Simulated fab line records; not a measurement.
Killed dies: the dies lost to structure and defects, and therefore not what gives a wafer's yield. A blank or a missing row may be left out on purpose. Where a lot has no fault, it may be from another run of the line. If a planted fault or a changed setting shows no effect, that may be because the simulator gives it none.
Matching of chambers / flow nandHarc / 4 sister chambers for NHARC_A_STAIRCASE_ETCH_444 on rieDiel-11
The step etches the open film in C4F8/O2, target depth 10200 nm, time 3400 s. 16 wafers are shown with their chamber, then 8 later ones without.

== WAFERS WITH THEIR CHAMBER ==
wafer=L075.2; chamber=1; rfVppV (V)=809; oesProductAu (a.u.)=0.931
wafer=L075.3; chamber=2; rfVppV (V)=806; oesProductAu (a.u.)=0.928
wafer=L075.6; chamber=1; rfVppV (V)=807; oesProductAu (a.u.)=0.930
wafer=L078.1; chamber=3; rfVppV (V)=804; oesProductAu (a.u.)=0.923
wafer=L078.4; chamber=1; rfVppV (V)=807; oesProductAu (a.u.)=0.932
wafer=L078.5; chamber=3; rfVppV (V)=804; oesProductAu (a.u.)=0.926
wafer=L083.3; chamber=2; rfVppV (V)=804; oesProductAu (a.u.)=0.930
wafer=L083.5; chamber=2; rfVppV (V)=805; oesProductAu (a.u.)=0.934
wafer=L083.6; chamber=3; rfVppV (V)=805; oesProductAu (a.u.)=0.920
wafer=L089.2; chamber=3; rfVppV (V)=804; oesProductAu (a.u.)=0.943
wafer=L089.3; chamber=0; rfVppV (V)=799; oesProductAu (a.u.)=0.945
wafer=L089.6; chamber=1; rfVppV (V)=808; oesProductAu (a.u.)=0.962
wafer=L089.1; chamber=1; rfVppV (V)=807; oesProductAu (a.u.)=0.961
wafer=L089.4; chamber=2; rfVppV (V)=804; oesProductAu (a.u.)=0.955
wafer=L089.5; chamber=0; rfVppV (V)=799; oesProductAu (a.u.)=0.958
wafer=L097.3; chamber=2; rfVppV (V)=805; oesProductAu (a.u.)=0.938

SIGNATURES (averages over the wafers above)
reading=rfVppV; chamber 0=799.00; chamber 1=807.60; chamber 2=804.80; chamber 3=804.25; scatter within a chamber=0.75
reading=oesProductAu; chamber 0=0.95150; chamber 1=0.94320; chamber 2=0.93700; chamber 3=0.92800; scatter within a chamber=0.0129
Rule: a wafer's distance from a chamber is the root of the sum, over the readings, of the square of ((its reading less the chamber's mean) divided by the reading's scatter). The wafer belongs to the nearest chamber; if the next one is less than 2 further off, it can't be placed. The scatter: take each reading less its chamber's mean, square it, sum over the shown wafers, divide by the number of wafers less the number of chambers, and take the root.

== WAFERS WHOSE CHAMBER IS MISSING ==
wafer=L097.4; rfVppV (V)=799; oesProductAu (a.u.)=0.929
wafer=L097.6; rfVppV (V)=805; oesProductAu (a.u.)=0.928
wafer=L097.1; rfVppV (V)=806; oesProductAu (a.u.)=0.936
wafer=L097.2; rfVppV (V)=803; oesProductAu (a.u.)=0.934
wafer=L097.5; rfVppV (V)=803; oesProductAu (a.u.)=0.938
wafer=L096.2; rfVppV (V)=803; oesProductAu (a.u.)=0.927
wafer=L096.5; rfVppV (V)=803; oesProductAu (a.u.)=0.925
wafer=L096.6; rfVppV (V)=802; oesProductAu (a.u.)=0.942

== EACH ONE'S CHAMBER ==
wafer=L097.4; from the rows above=0; in truth=0
wafer=L097.6; from the rows above=can't be placed: 2 or 3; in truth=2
wafer=L097.1; from the rows above=can't be placed: 2 or 1 or 3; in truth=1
wafer=L097.2; from the rows above=can't be placed: 3 or 2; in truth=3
wafer=L097.5; from the rows above=can't be placed: 3 or 2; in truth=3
wafer=L096.2; from the rows above=can't be placed: 3 or 2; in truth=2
wafer=L096.5; from the rows above=can't be placed: 3 or 2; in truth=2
wafer=L096.6; from the rows above=can't be placed: 3 or 2 or 0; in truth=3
Placed correctly: 1 of 8. Can't be placed from these rows: 7 (the true chamber is among the candidates in 7). 0 placed wrongly.
